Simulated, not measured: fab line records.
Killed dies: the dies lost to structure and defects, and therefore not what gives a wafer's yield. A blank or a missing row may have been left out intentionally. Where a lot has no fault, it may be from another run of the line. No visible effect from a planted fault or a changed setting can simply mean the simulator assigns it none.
Chamber matching / flow n5-finfet / 3 sister chambers for N5_BEOL_M9_DEP_56 on pecvd-01
The step deposits SiCN from 3MS/NH3, target thk 15 nm, time 26.5 s. 16 wafers are shown with their chamber, then 8 later ones without.

## WAFERS WITH THEIR CHAMBER
wafer=L075.1; chamber=1; throttle-valve-pct (%)=9.4; showerhead-plenum-p-Torr (Torr)=3.658
wafer=L075.4; chamber=0; throttle-valve-pct (%)=9.7; showerhead-plenum-p-Torr (Torr)=3.671
wafer=L075.5; chamber=1; throttle-valve-pct (%)=9.5; showerhead-plenum-p-Torr (Torr)=3.660
wafer=L078.3; chamber=0; throttle-valve-pct (%)=10.1; showerhead-plenum-p-Torr (Torr)=3.663
wafer=L078.5; chamber=0; throttle-valve-pct (%)=10.0; showerhead-plenum-p-Torr (Torr)=3.659
wafer=L078.6; chamber=1; throttle-valve-pct (%)=9.2; showerhead-plenum-p-Torr (Torr)=3.654
wafer=L079.2; chamber=0; throttle-valve-pct (%)=9.9; showerhead-plenum-p-Torr (Torr)=3.660
wafer=L079.4; chamber=0; throttle-valve-pct (%)=10.0; showerhead-plenum-p-Torr (Torr)=3.656
wafer=L079.5; chamber=1; throttle-valve-pct (%)=9.4; showerhead-plenum-p-Torr (Torr)=3.652
wafer=L083.2; chamber=2; throttle-valve-pct (%)=9.0; showerhead-plenum-p-Torr (Torr)=3.671
wafer=L083.5; chamber=1; throttle-valve-pct (%)=9.8; showerhead-plenum-p-Torr (Torr)=3.659
wafer=L083.6; chamber=2; throttle-valve-pct (%)=8.9; showerhead-plenum-p-Torr (Torr)=3.669
wafer=L084.2; chamber=0; throttle-valve-pct (%)=10.1; showerhead-plenum-p-Torr (Torr)=3.661
wafer=L084.3; chamber=1; throttle-valve-pct (%)=9.5; showerhead-plenum-p-Torr (Torr)=3.656
wafer=L084.6; chamber=1; throttle-valve-pct (%)=9.6; showerhead-plenum-p-Torr (Torr)=3.657
wafer=L087.1; chamber=1; throttle-valve-pct (%)=9.7; showerhead-plenum-p-Torr (Torr)=3.652

SIGNATURES, as means of the wafers listed above
reading=throttle-valve-pct; chamber 0=9.967; chamber 1=9.512; chamber 2=8.950; scatter within a chamber=0.168
reading=showerhead-plenum-p-Torr; chamber 0=3.66167; chamber 1=3.65600; chamber 2=3.67000; scatter within a chamber=0.00392
Rule: a wafer lies at a distance from a chamber equal to the root of the sum of squares, over the readings, of (its reading less the chamber's mean, divided by the reading's scatter). The wafer belongs to the nearest chamber; if the next one is less than 2 further off, it can't be placed. The scatter: the root of (the sum of the squares of (reading less its chamber's mean) over the shown wafers, divided by (wafers less chambers)).

## WAFERS WITH NO CHAMBER GIVEN
wafer=L087.3; throttle-valve-pct (%)=10.0; showerhead-plenum-p-Torr (Torr)=3.666
wafer=L087.5; throttle-valve-pct (%)=9.1; showerhead-plenum-p-Torr (Torr)=3.672
wafer=L090.3; throttle-valve-pct (%)=8.9; showerhead-plenum-p-Torr (Torr)=3.668
wafer=L090.5; throttle-valve-pct (%)=8.9; showerhead-plenum-p-Torr (Torr)=3.669
wafer=L090.6; throttle-valve-pct (%)=9.7; showerhead-plenum-p-Torr (Torr)=3.665
wafer=L088.2; throttle-valve-pct (%)=8.8; showerhead-plenum-p-Torr (Torr)=3.666
wafer=L088.3; throttle-valve-pct (%)=10.0; showerhead-plenum-p-Torr (Torr)=3.655
wafer=L088.5; throttle-valve-pct (%)=8.7; showerhead-plenum-p-Torr (Torr)=3.666

## THE CHAMBER EACH PASSED THROUGH
wafer=L087.3; from the rows above=0; in truth=0
wafer=L087.5; from the rows above=2; in truth=2
wafer=L090.3; from the rows above=2; in truth=2
wafer=L090.5; from the rows above=2; in truth=2
wafer=L090.6; from the rows above=can't be placed: 0 or 1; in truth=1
wafer=L088.2; from the rows above=2; in truth=2
wafer=L088.3; from the rows above=can't be placed: 0 or 1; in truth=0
wafer=L088.5; from the rows above=2; in truth=2
Correctly placed: 6 of 8. Unplaceable from these rows: 2, with the true chamber sitting among the candidates in 2. Placed wrongly: 0.
